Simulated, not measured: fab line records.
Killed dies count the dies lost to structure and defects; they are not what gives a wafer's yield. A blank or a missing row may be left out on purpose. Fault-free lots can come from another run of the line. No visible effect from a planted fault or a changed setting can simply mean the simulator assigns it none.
Matching of chambers | flow nandHarc | NHARC_P_GATE_DEP_103 on pecvd-04: 3 sister chambers
The step deposits SiON, target thk 30 nm. 14 wafers are shown with their chamber, then 7 later ones without.

## WAFERS, EACH WITH ITS CHAMBER
wafer  | chamber | heaterPowerW (W)
L076.1 | 1       | 1020
L076.2 | 0       | 704
L076.3 | 2       | 578
L078.2 | 1       | 957
L078.5 | 1       | 981
L078.6 | 2       | 652
L084.3 | 2       | 587
L084.4 | 0       | 777
L084.5 | 0       | 773
L087.1 | 2       | 570
L087.3 | 0       | 743
L087.4 | 2       | 567
L090.1 | 0       | 768
L090.3 | 1       | 967

SIGNATURES (averages over the wafers above)
reading      | chamber 0 | chamber 1 | chamber 2 | scatter within a chamber
heaterPowerW | 753.00    | 981.25    | 590.80    | 31.5
Rule: distance of a wafer from a chamber = root of the sum over the readings of ((wafer's reading minus chamber's mean) / reading's scatter) squared. The wafer belongs to the nearest chamber; if the next one is less than 2 further off, it can't be placed. The scatter is the square root of a quotient: the sum, over the shown wafers, of each reading's squared deviation from its chamber's mean, divided by wafers minus chambers.

## WAFERS MISSING THEIR CHAMBER
wafer  | heaterPowerW (W)
L090.4 | 1002
L092.1 | 748
L092.2 | 985
L092.5 | 973
L094.1 | 561
L094.2 | 839
L094.5 | 856

## WHICH CHAMBER EACH ONE RAN IN
wafer  | from the rows above     | in truth
L090.4 | 1                       | 1
L092.1 | 0                       | 0
L092.2 | 1                       | 1
L092.5 | 1                       | 1
L094.1 | 2                       | 2
L094.2 | can't be placed: 0 or 1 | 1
L094.5 | can't be placed: 0 or 1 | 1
Correct placement for 5 of the 7. From these rows, 2 cannot be placed; in 2 the true chamber is one of the candidates. Wrongly placed: 0.
